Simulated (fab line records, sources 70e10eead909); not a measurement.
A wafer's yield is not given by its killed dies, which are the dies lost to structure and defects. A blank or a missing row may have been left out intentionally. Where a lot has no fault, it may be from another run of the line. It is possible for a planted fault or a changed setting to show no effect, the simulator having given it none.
fab line records | flow nand_harc
record: lots: 13 | wafers: 35 | last_day: 34
route steps=1302 shown A_CHANNEL_HOLE_D2@591 END@1302
lots that met no fault: from a run of the same line without faults
start_h: hours from the record's first day to the start of the lot's first wafer shown | wait_h: how many hours have passed since the lot's step before this one | " the same as in the row above | L1.1+2: several wafers, shown together as one row | - no value, or no start given | * or withheld: withheld | < > ~ a bound
route shown NAME@n: NAME is a module with steps in the file, n the number in the route of the first one | usual: mean/standard deviation taken from wafers without a fault | same: alike in all rows | chamber/n: place in a boat | sites: each site's reading | _std_site: standard deviation across them | _edge_site: outer sites' mean less inner sites' | radius_mm: how far each site lies from the wafer's centre | mask NAME#n: copy n | behind: tool/chamber where the wafer was last shaped | hold: why the lot was held/for how many hours/how that ended | device: whichever transistor did not switch (one of n, p or np) | end of line: the same wafers' tests at the end of the route | a step without rows: its recipe alone | killed: dies that structure and defects cost at the first sort, which is not the same as the wafer's yield | map: shows each die of a wafer: x if killed, . if not, _ if none is there
set.NAME: the setting that was run; set.NAME@STEP: the one run at that earlier step | model.NAME: the simulator's own value behind a step, which no gauge read
one table for each step of the route and one row for each wafer, over a sample of lots
services: from which hour (start_h, from the record's first day; less than 0 if before it) a tool's chamber was out of use, for how many hours, and why
== steps ==
step: NHARC_A_CHANNEL_HOLE_D2_ETCH_19
recipe: bias_v: 1200 | source_w: 2500 | pressure_mtorr: 15 | time_s: 34.5 | ar_flow_sccm: 375 | c4f8_flow_sccm: 28.8 | o2_flow_sccm: 96.2 | temp_c: -20 | target_depth_a: * | chemistry: C4F8/O2/Ar
usual: drypump_motor_current_A: 5.4/0.37 | showerhead_plenum_p_Torr: 3.66/0.078 | throttle_valve_pct: 37.038/0.0087
lot.wafer | tool        | chamber | start_h | wait_h | drypump_motor_current_A | rf_hours_counter_h | showerhead_plenum_p_Torr | throttle_valve_pct
L140.4    | har_etch-01 | 1       | 298.34  | 0.1    | 4.9                     | -                  | 3.74                     | 37.043
L140.5    | "           | 0       | "       | "      | 5.8                     | -                  | 3.57                     | 37.033
L140.6    | "           | 1       | "       | "      | 4.9                     | -                  | 3.74                     | 37.027
L142.2    | har_etch-02 | 1       | 308.08  | 0.1    | 5.3                     | 352                | 3.78                     | 37.040
L142.4    | "           | 0       | "       | "      | 5.8                     | -                  | 3.67                     | 37.031
L142.5    | "           | 0       | "       | "      | 5.7                     | -                  | 3.67                     | 37.046
L141.2    | har_etch-01 | 0       | 309.35  | 0.1    | 5.8                     | 164                | 3.57                     | 37.044
L141.3    | "           | 0       | "       | "      | 5.8                     | -                  | 3.57                     | 37.038
L141.5    | "           | 0       | "       | "      | 5.8                     | -                  | 3.57                     | 37.038
L144.1    | har_etch-01 | 0       | 328.95  | 0.1    | 5.8                     | 172                | 3.56                     | 37.043
L144.4    | "           | 1       | "       | "      | 4.8                     | -                  | 3.73                     | 37.059
L144.3    | "           | 0       | "       | "      | 5.8                     | -                  | 3.56                     | 37.039
L145.2    | har_etch-02 | 1       | 340.82  | 0.1    | 5.3                     | 371                | 3.77                     | 37.050
L145.1    | "           | 0       | "       | "      | 5.7                     | 386                | 3.66                     | 37.036
L145.4    | "           | 1       | "       | "      | 5.3                     | -                  | 3.77                     | 37.029
L146.1    | har_etch-01 | 1       | 344.56  | 3.6    | 4.9                     | 183                | 3.72                     | 37.029
L146.3    | "           | 1       | "       | "      | 4.9                     | -                  | 3.72                     | 37.040
L146.5    | "           | 1       | "       | "      | 4.9                     | -                  | 3.72                     | 37.036
L148.1    | har_etch-01 | 0       | 367.50  | 0.2    | 5.8                     | 198                | 3.55                     | 37.033
L149.1    | har_etch-01 | 0       | 379.14  | 0.1    | 5.9                     | 202                | 3.55                     | 37.053
L154.2    | har_etch-02 | 0       | 439.81  | 0.1    | 5.7                     | 27                 | 3.64                     | 37.034
L154.4    | "           | 1       | "       | "      | 5.3                     | -                  | 3.74                     | 37.044
L154.5    | "           | 1       | "       | "      | 5.3                     | -                  | 3.74                     | 37.042
L157.3    | har_etch-01 | 0       | 473.18  | 3.1    | 5.8                     | -                  | 3.51                     | 37.038
L157.4    | "           | 1       | "       | "      | 4.9                     | -                  | 3.68                     | 37.030
L157.6    | "           | 1       | "       | "      | 4.9                     | -                  | 3.67                     | 37.041
L161.2    | har_etch-02 | 1       | 506.79  | 1.5    | 5.3                     | 69                 | 3.72                     | 37.040
L161.4    | "           | 1       | "       | "      | 5.3                     | -                  | 3.72                     | 37.044
L161.6    | "           | 1       | "       | "      | 5.3                     | -                  | 3.72                     | 37.029
L163.2    | har_etch-02 | 1       | 528.55  | 0.1    | 5.3                     | 77                 | 3.71                     | 37.029
L163.4    | "           | 0       | "       | "      | 5.7                     | -                  | 3.61                     | 37.039
L163.6    | "           | 0       | "       | "      | 5.7                     | -                  | 3.61                     | 37.034
L162.2    | har_etch-01 | 0       | 529.93  | 0.6    | 5.8                     | 293                | 3.50                     | 37.035
L162.1    | "           | 1       | "       | "      | 4.9                     | 293                | 3.66                     | 37.054
L162.3    | "           | 1       | "       | "      | 4.9                     | -                  | 3.66                     | 37.048
step: NHARC_A_CHANNEL_HOLE_D2_ETCH_20
recipe: bias_v: 3000 | source_w: withheld | pressure_mtorr: 20 | time_s: 361.9 | ar_flow_sccm: 375 | c4f8_flow_sccm: 89.3 | o2_flow_sccm: 35.7 | temp_c: -20 | target_depth_a: 16000 | chemistry: C4F8/O2/Ar
usual: drypump_motor_current_A: 5.4/0.37 | showerhead_plenum_p_Torr: 3.62/0.075 | throttle_valve_pct: 32.154/0.0087
lot.wafer | tool        | chamber | start_h | wait_h | drypump_motor_current_A | rf_hours_counter_h | showerhead_plenum_p_Torr | throttle_valve_pct
L140.4    | har_etch-01 | 1       | 298.55  | 0.2    | 4.9                     | -                  | 3.69                     | 32.159
L140.5    | "           | 0       | "       | "      | 5.8                     | -                  | 3.54                     | 32.166
L140.6    | "           | 1       | "       | "      | 4.9                     | -                  | 3.69                     | 32.164
L142.2    | har_etch-02 | 1       | 308.23  | 0.1    | 5.3                     | 352                | 3.74                     | 32.167
L142.4    | "           | 0       | "       | "      | 5.7                     | -                  | 3.63                     | 32.151
L142.5    | "           | 0       | "       | "      | 5.7                     | -                  | 3.63                     | 32.150
L141.2    | har_etch-01 | 0       | 309.46  | 0.1    | 5.8                     | 164                | 3.53                     | 32.159
L141.3    | "           | 0       | "       | "      | 5.8                     | -                  | 3.53                     | 32.162
L141.5    | "           | 0       | "       | "      | 5.8                     | -                  | 3.53                     | 32.152
L144.1    | har_etch-01 | 0       | 329.10  | 0.1    | 5.8                     | 172                | 3.53                     | 32.164
L144.4    | "           | 1       | "       | "      | 4.9                     | -                  | 3.68                     | 32.137
L144.3    | "           | 0       | "       | "      | 5.8                     | -                  | 3.53                     | 32.145
L145.2    | har_etch-02 | 1       | 340.93  | 0.1    | 5.3                     | 371                | 3.72                     | 32.148
L145.1    | "           | 0       | "       | "      | 5.8                     | 386                | 3.62                     | 32.140
L145.4    | "           | 1       | "       | "      | 5.3                     | -                  | 3.73                     | 32.160
L146.1    | har_etch-01 | 1       | 344.67  | 0.1    | 4.9                     | 183                | 3.68                     | 32.158
L146.3    | "           | 1       | "       | "      | 4.9                     | -                  | 3.68                     | 32.153
L146.5    | "           | 1       | "       | "      | 4.9                     | -                  | 3.68                     | 32.172
L148.1    | har_etch-01 | 0       | 367.61  | 0.1    | 5.8                     | 198                | 3.51                     | 32.152
L149.1    | har_etch-01 | 0       | 379.25  | 0.1    | 5.8                     | 202                | 3.51                     | 32.172
L154.2    | har_etch-02 | 0       | 439.95  | 0.1    | 5.7                     | 27                 | 3.60                     | 32.151
L154.4    | "           | 1       | "       | "      | 5.2                     | -                  | 3.70                     | 32.151
L154.5    | "           | 1       | "       | "      | 5.3                     | -                  | 3.70                     | 32.148
L157.3    | har_etch-01 | 0       | 473.36  | 0.2    | 5.8                     | -                  | 3.48                     | 32.150
L157.4    | "           | 1       | "       | "      | 4.9                     | -                  | 3.64                     | 32.152
L157.6    | "           | 1       | "       | "      | 4.9                     | -                  | 3.64                     | 32.167
L161.2    | har_etch-02 | 1       | 506.91  | 0.1    | 5.3                     | 69                 | 3.67                     | 32.153
L161.4    | "           | 1       | "       | "      | 5.3                     | -                  | 3.67                     | 32.153
L161.6    | "           | 1       | "       | "      | 5.3                     | -                  | 3.67                     | 32.158
L163.2    | har_etch-02 | 1       | 528.70  | 0.1    | 5.3                     | 77                 | 3.67                     | 32.152
L163.4    | "           | 0       | "       | "      | 5.7                     | -                  | 3.57                     | 32.154
L163.6    | "           | 0       | "       | "      | 5.8                     | -                  | 3.57                     | 32.157
L162.2    | har_etch-01 | 0       | 530.04  | 0.1    | 5.8                     | 293                | 3.46                     | 32.152
L162.1    | "           | 1       | "       | "      | 4.9                     | 293                | 3.62                     | 32.157
L162.3    | "           | 1       | "       | "      | 4.9                     | -                  | 3.62                     | 32.159
step: NHARC_A_CHANNEL_HOLE_D2_ETCH_23
recipe: bias_v: 5000 | source_w: withheld | pressure_mtorr: 20 | time_s: 819 | ar_flow_sccm: 375 | c4f8_flow_sccm: 89.3 | o2_flow_sccm: 35.7 | temp_c: -20 | target_depth_a: 16000 | chemistry: C4F8/O2/Ar
usual: drypump_motor_current_A: 5.4/0.37 | showerhead_plenum_p_Torr: 3.62/0.075 | throttle_valve_pct: 32.156/0.0089
lot.wafer | tool        | chamber | start_h | wait_h | drypump_motor_current_A | rf_hours_counter_h | showerhead_plenum_p_Torr | throttle_valve_pct
L140.4    | har_etch-01 | 1       | 300.08  | 0.5    | 4.9                     | -                  | 3.69                     | 32.165
L140.5    | "           | 0       | "       | "      | 5.9                     | -                  | 3.53                     | 32.147
L140.6    | "           | 1       | "       | "      | 4.9                     | -                  | 3.69                     | 32.153
L142.2    | har_etch-02 | 1       | 309.62  | 0.5    | 5.3                     | 353                | 3.74                     | 32.160
L142.4    | "           | 0       | "       | "      | 5.7                     | -                  | 3.63                     | 32.164
L142.5    | "           | 0       | "       | "      | 5.7                     | -                  | 3.63                     | 32.148
L141.2    | har_etch-01 | 0       | 310.78  | 0.5    | 5.8                     | 165                | 3.53                     | 32.152
L141.3    | "           | 0       | "       | "      | 5.8                     | -                  | 3.53                     | 32.140
L141.5    | "           | 0       | "       | "      | 5.8                     | -                  | 3.53                     | 32.168
L144.1    | har_etch-01 | 0       | 330.48  | 0.5    | 5.8                     | 173                | 3.53                     | 32.166
L144.4    | "           | 1       | "       | "      | 4.9                     | -                  | 3.68                     | 32.174
L144.3    | "           | 0       | "       | "      | 5.8                     | -                  | 3.53                     | 32.158
L145.2    | har_etch-02 | 1       | 342.25  | 0.5    | 5.3                     | 372                | 3.72                     | 32.165
L145.1    | "           | 0       | "       | "      | 5.7                     | 387                | 3.62                     | 32.159
L145.4    | "           | 1       | "       | "      | 5.3                     | -                  | 3.72                     | 32.141
L146.1    | har_etch-01 | 1       | 346.00  | 0.5    | 4.9                     | 185                | 3.68                     | 32.159
L146.3    | "           | 1       | "       | "      | 4.9                     | -                  | 3.68                     | 32.141
L146.5    | "           | 1       | "       | "      | 4.9                     | -                  | 3.68                     | 32.149
L148.1    | har_etch-01 | 0       | 368.93  | 0.5    | 5.8                     | 200                | 3.51                     | 32.158
L149.1    | har_etch-01 | 0       | 380.58  | 0.5    | 5.8                     | 204                | 3.51                     | 32.150
L154.2    | har_etch-02 | 0       | 441.34  | 0.5    | 5.8                     | 28                 | 3.60                     | 32.151
L154.4    | "           | 1       | "       | "      | 5.3                     | -                  | 3.70                     | 32.151
L154.5    | "           | 1       | "       | "      | 5.3                     | -                  | 3.70                     | 32.166
L157.3    | har_etch-01 | 0       | 474.82  | 0.5    | 5.8                     | -                  | 3.48                     | 32.161
L157.4    | "           | 1       | "       | "      | 4.9                     | -                  | 3.63                     | 32.164
L157.6    | "           | 1       | "       | "      | 4.9                     | -                  | 3.63                     | 32.167
L161.2    | har_etch-02 | 1       | 508.22  | 0.5    | 5.3                     | 71                 | 3.67                     | 32.162
L161.4    | "           | 1       | "       | "      | 5.3                     | -                  | 3.67                     | 32.149
L161.6    | "           | 1       | "       | "      | 5.3                     | -                  | 3.67                     | 32.174
L163.2    | har_etch-02 | 1       | 530.09  | 0.5    | 5.3                     | 78                 | 3.67                     | 32.160
L163.4    | "           | 0       | "       | "      | 5.7                     | -                  | 3.57                     | 32.155
L163.6    | "           | 0       | "       | "      | 5.8                     | -                  | 3.57                     | 32.156
L162.2    | har_etch-01 | 0       | 531.38  | 0.5    | 5.8                     | 295                | 3.46                     | 32.147
L162.1    | "           | 1       | "       | "      | 4.9                     | 295                | 3.62                     | 32.153
L162.3    | "           | 1       | "       | "      | 4.9                     | -                  | 3.62                     | 32.165
step: NHARC_A_CHANNEL_HOLE_D2_CD_MEAS_31
usual: cd_nm: 90.1/0.87
lot.wafer | tool      | chamber | start_h | wait_h | cd_nm
L140.4    | cd_sem-03 | -       | 303.97  | -      | 90.3
L140.5    | "         | -       | "       | "      | 90.1
L140.6    | "         | -       | "       | "      | 90.0
L142.2    | cd_sem-01 | -       | 313.75  | -      | 88.8
L142.4    | "         | -       | "       | "      | 89.1
L142.5    | "         | -       | "       | "      | 89.1
L141.2    | cd_sem-01 | -       | 314.85  | -      | 89.2
L141.3    | "         | -       | "       | "      | 89.2
L141.5    | "         | -       | "       | "      | 90.3
L144.1    | cd_sem-01 | -       | 334.46  | -      | 90.2
L144.3    | "         | -       | "       | "      | 90.3
L144.4    | "         | -       | "       | "      | 89.7
L145.1    | cd_sem-03 | -       | 346.35  | -      | 91.2
L145.2    | "         | -       | "       | "      | 90.0
L145.4    | "         | -       | "       | "      | 89.9
L146.1    | cd_sem-02 | -       | 350.07  | -      | 91.5
L146.3    | "         | -       | "       | "      | 90.2
L146.5    | "         | -       | "       | "      | 91.4
L148.1    | cd_sem-03 | -       | 373.04  | 0.1    | 91.5
L149.1    | cd_sem-02 | -       | 384.66  | -      | 91.0
L154.2    | cd_sem-02 | -       | 445.32  | -      | 90.4
L154.4    | "         | -       | "       | "      | 89.4
L154.5    | "         | -       | "       | "      | 89.5
L157.3    | cd_sem-01 | -       | 478.82  | -      | 90.9
L157.4    | "         | -       | "       | "      | 90.2
L157.6    | "         | -       | "       | "      | 90.4
L161.2    | cd_sem-01 | -       | 512.31  | -      | 90.6
L161.4    | "         | -       | "       | "      | 89.3
L161.6    | "         | -       | "       | "      | 89.5
L163.2    | cd_sem-03 | -       | 534.08  | 0.1    | 90.0
L163.4    | "         | -       | "       | "      | 91.2
L163.6    | "         | -       | "       | "      | 89.9
L162.1    | cd_sem-02 | -       | 535.47  | -      | 90.1
L162.2    | "         | -       | "       | "      | 89.4
L162.3    | "         | -       | "       | "      | 88.6
step: NHARC_A_CHANNEL_HOLE_D2_INSPECT_40
usual: raw_defect_count: 292/89
lot.wafer | tool              | chamber | start_h | wait_h | hold                     | raw_defect_count
L140.4    | defect_inspect-01 | -       | 304.15  | -      | -                        | 262
L140.5    | "                 | -       | "       | "      | -                        | 353
L140.6    | "                 | -       | "       | "      | -                        | 187
L142.2    | defect_inspect-01 | -       | 313.94  | -      | -                        | 393
L142.4    | "                 | -       | "       | "      | -                        | 304
L142.5    | "                 | -       | "       | "      | -                        | 422
L141.2    | defect_inspect-01 | -       | 315.03  | -      | -                        | 267
L141.3    | "                 | -       | "       | "      | -                        | 205
L141.5    | "                 | -       | "       | "      | -                        | 361
L144.1    | defect_inspect-02 | -       | 334.65  | -      | -                        | 194
L144.3    | "                 | -       | "       | "      | -                        | 188
L144.4    | "                 | -       | "       | "      | -                        | 326
L145.1    | defect_inspect-02 | -       | 346.53  | -      | -                        | 340
L145.2    | "                 | -       | "       | "      | -                        | 415
L145.4    | "                 | -       | "       | "      | -                        | 383
L146.1    | defect_inspect-02 | -       | 350.26  | -      | -                        | 510
L146.3    | "                 | -       | "       | "      | -                        | 474
L146.5    | "                 | -       | "       | "      | -                        | 447
L148.1    | defect_inspect-02 | -       | 373.22  | -      | await_dispo/0.2h/release | 1281
L148.1    | defect_inspect-02 | -       | 373.39  | 0.2    | -                        | 1267
L149.1    | defect_inspect-02 | -       | 384.85  | -      | await_dispo/0.2h/release | 1291
L149.1    | defect_inspect-02 | -       | 385.02  | 0.2    | -                        | 1291
L154.2    | defect_inspect-01 | -       | 445.50  | -      | -                        | 249
L154.4    | "                 | -       | "       | "      | -                        | 206
L154.5    | "                 | -       | "       | "      | -                        | 285
L157.3    | defect_inspect-01 | -       | 479.00  | -      | -                        | 407
L157.4    | "                 | -       | "       | "      | -                        | 599
L157.6    | "                 | -       | "       | "      | -                        | 316
L161.2    | defect_inspect-01 | -       | 512.50  | -      | -                        | 282
L161.4    | "                 | -       | "       | "      | -                        | 197
L161.6    | "                 | -       | "       | "      | -                        | 191
L163.2    | defect_inspect-01 | -       | 534.28  | -      | -                        | 255
L163.4    | "                 | -       | "       | "      | -                        | 203
L163.6    | "                 | -       | "       | "      | -                        | 273
L162.1    | defect_inspect-01 | -       | 535.65  | -      | -                        | 295
L162.2    | "                 | -       | "       | "      | -                        | 276
L162.3    | "                 | -       | "       | "      | -                        | 321
step: NHARC_END_SORT_01
recipe: temp_c: 25
usual: killed_at_array: 52/19 | killed_at_other: 0.8/1 | killed_at_periphery: 3.7/2.5 | killed_dies: 56/19 | killed_open: 3.5/2 | killed_short: 2.2/1.4
same: gross_dies: 677
lot.wafer | tool      | chamber | start_h | wait_h | killed_at_array | killed_at_other | killed_at_periphery | killed_dies | killed_open | killed_short
L141.3    | prober-02 | 0       | 571.92  | 3.1    | 14              | 0               | 2                   | 16          | 0           | 1
L148.1    | prober-02 | 0       | 651.52  | 2.5    | 120             | 1               | 3                   | 124         | 5           | 2
L149.1    | prober-02 | 0       | 651.78  | 2.5    | 111             | 0               | 2                   | 113         | 4           | 1
L162.1    | prober-01 | 0       | 824.12  | 2.5    | 73              | 1               | 6                   | 80          | 3           | 3
L162.2    | prober-01 | 0       | 824.93  | 2.8    | 74              | 0               | 6                   | 80          | 3           | 1
L162.3    | prober-01 | 0       | 825.74  | 3.1    | 56              | 0               | 3                   | 59          | 4           | 3
killed by level:class
L141.3 A_CHANNEL_HOLE_D2:chamber_film_flake=6 A_CHANNEL_HOLE_D1:chamber_film_flake=3 A_STAIRCASE:chamber_film_flake=2 P_M0:geometric_particle:short=1 P_CONTACT:chamber_film_flake=1 A_CHANNEL_FILL_D2:chamber_film_flake=1 A_WL_FILL:chamber_film_flake=1 A_CONTACT:chamber_film_flake=1
L148.1 A_CHANNEL_HOLE_D2:unspecified=93 A_CHANNEL_HOLE_D1:chamber_film_flake=15 A_CONTACT:chamber_film_flake=4 A_CHANNEL_HOLE_D2:chamber_film_flake=3 A_DECK1_JOINT:geometric_particle:open=2 P_CONTACT:geometric_particle:short=1 P_M0:geometric_particle:open=1 A_SOURCE_PLATE:geometric_particle:open=1
L149.1 A_CHANNEL_HOLE_D2:unspecified=96 A_SLIT:chamber_film_flake=3 A_CHANNEL_HOLE_D2:chamber_film_flake=2 A_CONTACT:chamber_film_flake=2 P_CONTACT:geometric_particle:open=1 A_CHANNEL_FILL_D1:geometric_particle:open=1 A_ONON_D2:geometric_particle:short=1 A_CONTACT:geometric_particle:open=1
L162.1 A_CHANNEL_HOLE_D2:chamber_film_flake=40 A_CHANNEL_HOLE_D1:chamber_film_flake=17 A_CONTACT:chamber_film_flake=4 A_BLC:chamber_film_flake=3 A_ONON_D2:geometric_particle:short=2 P_ZERO_WELL:chamber_film_flake=2 P_STI:chamber_film_flake=2 P_GATE:chamber_film_flake=2
L162.2 A_CHANNEL_HOLE_D2:chamber_film_flake=33 A_CHANNEL_HOLE_D1:chamber_film_flake=21 A_SLIT:chamber_film_flake=8 A_CONTACT:chamber_film_flake=6 P_STI:chamber_film_flake=5 P_M0:geometric_particle:open=1 A_SOURCE_PLATE:geometric_particle:open=1 A_ONON_D1:geometric_particle:short=1
L162.3 A_CHANNEL_HOLE_D2:chamber_film_flake=28 A_CHANNEL_HOLE_D1:chamber_film_flake=11 A_SLIT:chamber_film_flake=5 A_BLC:chamber_film_flake=3 P_GATE:geometric_particle:short=1 P_GATE:geometric_particle:open=1 A_ONON_D1:geometric_particle:short=1 A_CHANNEL_HOLE_D1:geometric_particle:open=1
== services ==
tool        | chamber | start_h | hours | kind
har_etch-01 | -       | 354.24  | 1.8   | repair
har_etch-02 | -       | 377.00  | 17.0  | pm
har_etch-02 | 0       | 377.00  | 17.0  | vent_cycle
har_etch-02 | 1       | 377.00  | 17.0  | vent_cycle
har_etch-02 | 0       | 394.00  | -     | clean
har_etch-02 | 0       | 394.00  | -     | consumable_replace:focus_ring
har_etch-02 | 1       | 394.00  | -     | clean
== key ==
first_sign: step: NHARC_A_CHANNEL_HOLE_D2_INSPECT_40 | reading: visit | direction: added
effect: step: NHARC_A_CHANNEL_HOLE_D2_INSPECT_40 | reading: raw_defect_count | direction: up | sigmas: 11 | usual: 292 | struck: 1286
effect: step: NHARC_END_SORT_01 | reading: killed_at_array | direction: up | sigmas: 3.4 | usual: 52 | struck: 116
more_kills_born_at: NHARC_A_CHANNEL_HOLE_D2_ETCH_23@har_etch-01: 160
met_at NHARC_A_CHANNEL_HOLE_D2_ETCH_23
struck_lots L148,L149
struck_wafers L148.1,L149.1
tester_left_out L148,L149
not_acting_at NHARC_A_CHANNEL_HOLE_D2_ETCH_19,NHARC_A_CHANNEL_HOLE_D2_ETCH_20,NHARC_A_CHANNEL_HOLE_D2_CD_MEAS_31
onset_between 330.48 368.93
fault: kind: chamber_particle_source | tool: har_etch-01 | chamber: 0 | onset_h: 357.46 | steps: NHARC_A_CHANNEL_HOLE_D2_ETCH_23 | rate_per_visit_cm2: 1.4543 | end_h: 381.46
tester_left_out: of these lots the tester's yield and bins aren't shown, on N5 and GAA mostly nor the transistor test; their killed dies are dies lost to structure and defects alone, not to doping, threshold or leakage, so they don't give the yield
